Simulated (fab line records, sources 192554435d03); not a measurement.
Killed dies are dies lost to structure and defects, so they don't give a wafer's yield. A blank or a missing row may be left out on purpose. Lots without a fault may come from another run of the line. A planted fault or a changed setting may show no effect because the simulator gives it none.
One fault seen from 2 desks | flow n5_finfet | each desk has only its own numbers; what lay behind them comes last

THE TOOL OWNER'S DESK: litho_track-04
The tool's own readings at N5_GATE_CUT_COAT_27 (time 60 s, resist thk 10 nm): means of the sampled wafers that have a number, for each lot that ran on this tool. A lot is out of limits, marked OUT, if its mean lies more than 4 standard deviations from the usual mean; the brackets give that distance.
Columns: A = heater_power_total_W at N5_GATE_CUT_COAT_27, usual 391.9 W; B = plate_temp_C at N5_GATE_CUT_COAT_27, usual 204.96 C; C = spin_speed_rpm at N5_GATE_CUT_COAT_27, usual 1499.9 rpm
lot  | first seen here | A               | B                | C
L871 | day 4 17:38     | 392.4           | 205.17           | 1499.8
L884 | day 7 14:40     | 392.1           | 205.12           | 1499.4
L885 | day 7 23:41     | 392.7           | 204.93           | 1498.7
L887 | day 8 10:40     | 407.7 (+12) OUT | 211.87 (+43) OUT | 1499.2
L888 | day 8 19:44     | 408.2 (+13) OUT | 211.94 (+44) OUT | 1499.5
This desk's finding: out of limits on L887, L888; first on L887, day 8 10:40 (heater_power_total_W at N5_GATE_CUT_COAT_27). In limits: L871, L884, L885.

THE METROLOGY DESK
What the gauges read, lot by lot, whatever tool the lot ran on: means of the sampled wafers that have a number. A lot is out of limits, marked OUT, if its mean lies more than 4 standard deviations from the usual mean; the brackets give that distance. Of its 10 readings 7 are shown: those that lie furthest out on some lot.
Columns: A = DIBL_N at N5_BEOL_M4_RC_MEAS_101, usual 36.3 mV/V; B = DIBL_P at N5_BEOL_M4_RC_MEAS_101, usual 36.3 mV/V; C = IOFF_P at N5_BEOL_M4_RC_MEAS_101, usual 0.22 nA/um; D = ION_N at N5_BEOL_M4_RC_MEAS_101, usual 675 uA/um; E = ION_P at N5_BEOL_M4_RC_MEAS_101, usual 465 uA/um; F = SS_P at N5_BEOL_M4_RC_MEAS_101, usual 73.3 mV/dec; G = VT_P at N5_BEOL_M4_RC_MEAS_101, usual -249 mV
lot  | first seen here | A    | B    | C    | D   | E   | F    | G
L871 | day 8 02:21     | 36.4 | 37.4 | 0.21 | 673 | 463 | 72.8 | -251
L873 | day 8 19:53     | 35.0 | 34.9 | 0.17 | 665 | 454 | 72.1 | -254
L875 | day 9 17:05     | 36.6 | 36.4 | 0.24 | 690 | 473 | 73.0 | -248
L874 | day 9 23:38     | 36.9 | 35.7 | 0.21 | 680 | 467 | 73.3 | -250
L878 | day 10 18:29    | 36.2 | 35.5 | 0.19 | 671 | 459 | 72.5 | -250
L884 | day 11 12:14    | 34.2 | 34.4 | 0.18 | 677 | 462 | 73.2 | -254
L887 | day 12 10:00    | 36.0 | 36.0 | 0.20 | 680 | 462 | 72.9 | -251
L885 | day 12 12:53    | 36.1 | 35.8 | 0.20 | 666 | 456 | 73.5 | -251
L888 | day 13 11:38    | 34.9 | 34.4 | 0.23 | 679 | 470 | 73.5 | -248
This desk's finding: nothing out of limits on any of the 9 lots.

PUT TOGETHER
The tool owner's desk could have raised an alarm at day 8 10:40, on L887, L888.
The metrology desk saw nothing out of limits.
The metrology desk has L887, L888 on record, within its limits.
Of the lots named, all ran N5_GATE_CUT_COAT_27 on litho_track-04.

WHAT THE SIMULATOR HAD PUT IN
Process parameter drift: litho_track-04, from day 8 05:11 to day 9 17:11, at N5_GATE_CUT_COAT_27. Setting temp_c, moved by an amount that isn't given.
Lots struck among those shown: L887, L888.
Hours from the fault's start to each desk's first reading out of limits: the tool owner's desk, 5.
